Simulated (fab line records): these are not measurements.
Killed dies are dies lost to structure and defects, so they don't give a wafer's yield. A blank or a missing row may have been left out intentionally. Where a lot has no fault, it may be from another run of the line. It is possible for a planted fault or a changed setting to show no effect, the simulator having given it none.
Matching of chambers | flow nand_harc | NHARC_A_M0_DESCUM_14 on rie_diel-11 has 4 sister chambers
The step chemistry O2, time 3 s. 22 wafers are shown with their chamber, then 11 later ones without.

## EACH WAFER AND ITS CHAMBER
wafer  | chamber | showerhead_plenum_p_Torr (Torr) | drypump_motor_current_A (A) | oes_product_au (a.u.)
L075.1 | 3       | 2.01                            | 5.3                         | 1.003
L075.5 | 3       | 2.02                            | 5.3                         | 1.006
L075.6 | 0       | 2.04                            | 5.6                         | 0.997
L081.1 | 0       | 2.04                            | 5.6                         | 1.002
L081.2 | 2       | 1.83                            | 4.7                         | 0.987
L081.4 | 1       | 1.85                            | 5.8                         | 1.004
L081.3 | 3       | 2.01                            | 5.3                         | 0.999
L081.5 | 1       | 1.85                            | 5.8                         | 1.012
L081.6 | 0       | 2.04                            | 5.6                         | 1.004
L083.4 | 0       | 2.04                            | 5.7                         | 0.985
L083.5 | 1       | 1.85                            | 5.8                         | 1.006
L083.6 | 0       | 2.04                            | 5.6                         | 0.983
L083.1 | 2       | 1.83                            | 4.6                         | 0.987
L083.2 | 1       | 1.85                            | 5.8                         | 0.993
L083.3 | 3       | 2.01                            | 5.3                         | 1.002
L087.1 | 0       | 2.04                            | 5.6                         | 0.988
L087.5 | 1       | 1.85                            | 5.8                         | 1.008
L087.6 | 0       | 2.04                            | 5.6                         | 0.989
L089.1 | 0       | 2.04                            | 5.7                         | 0.998
L089.2 | 3       | 2.01                            | 5.3                         | 1.020
L089.3 | 2       | 1.83                            | 4.7                         | 0.980
L089.4 | 1       | 1.85                            | 5.8                         | 1.011

SIGNATURES (means of the wafers above)
reading                  | chamber 0 | chamber 1 | chamber 2 | chamber 3 | scatter within a chamber
showerhead_plenum_p_Torr | 2.0400    | 1.8500    | 1.8300    | 2.0120    | 0.00211
drypump_motor_current_A  | 5.625     | 5.800     | 4.667     | 5.300     | 0.0347
oes_product_au           | 0.99325   | 1.00567   | 0.98467   | 1.00600   | 0.00741
Rule: distance of a wafer from a chamber = root of the sum over the readings of ((wafer's reading minus chamber's mean) / reading's scatter) squared. If the next closest chamber is less than 2 further off than the closest, the wafer can't be placed; otherwise it belongs to the closest. The scatter: take each reading less its chamber's mean, square it, sum over the shown wafers, divide by the number of wafers less the number of chambers, and take the root.

## WAFERS WHOSE CHAMBER IS MISSING
wafer  | showerhead_plenum_p_Torr (Torr) | drypump_motor_current_A (A) | oes_product_au (a.u.)
L089.5 | 2.04                            | 5.6                         | 0.996
L089.6 | 2.01                            | 5.3                         | 1.011
L096.1 | 1.83                            | 4.7                         | 0.996
L096.2 | 2.01                            | 5.3                         | 1.012
L096.6 | 1.85                            | 5.8                         | 1.018
L095.3 | 2.01                            | 5.3                         | 1.006
L095.4 | 1.83                            | 4.7                         | 1.005
L095.6 | 2.04                            | 5.7                         | 0.987
L097.1 | 1.83                            | 4.7                         | 0.993
L097.2 | 1.85                            | 5.8                         | 1.026
L097.4 | 2.01                            | 5.3                         | 1.016

## WHICH CHAMBER EACH ONE RAN IN
wafer  | from the rows above | in truth
L089.5 | 0                   | 0
L089.6 | 3                   | 3
L096.1 | 2                   | 2
L096.2 | 3                   | 3
L096.6 | 1                   | 1
L095.3 | 3                   | 3
L095.4 | 2                   | 2
L095.6 | 0                   | 0
L097.1 | 2                   | 2
L097.2 | 1                   | 1
L097.4 | 3                   | 3
11 of 11 placed correctly. Left unplaced by these rows: 0. 0 placed wrongly.
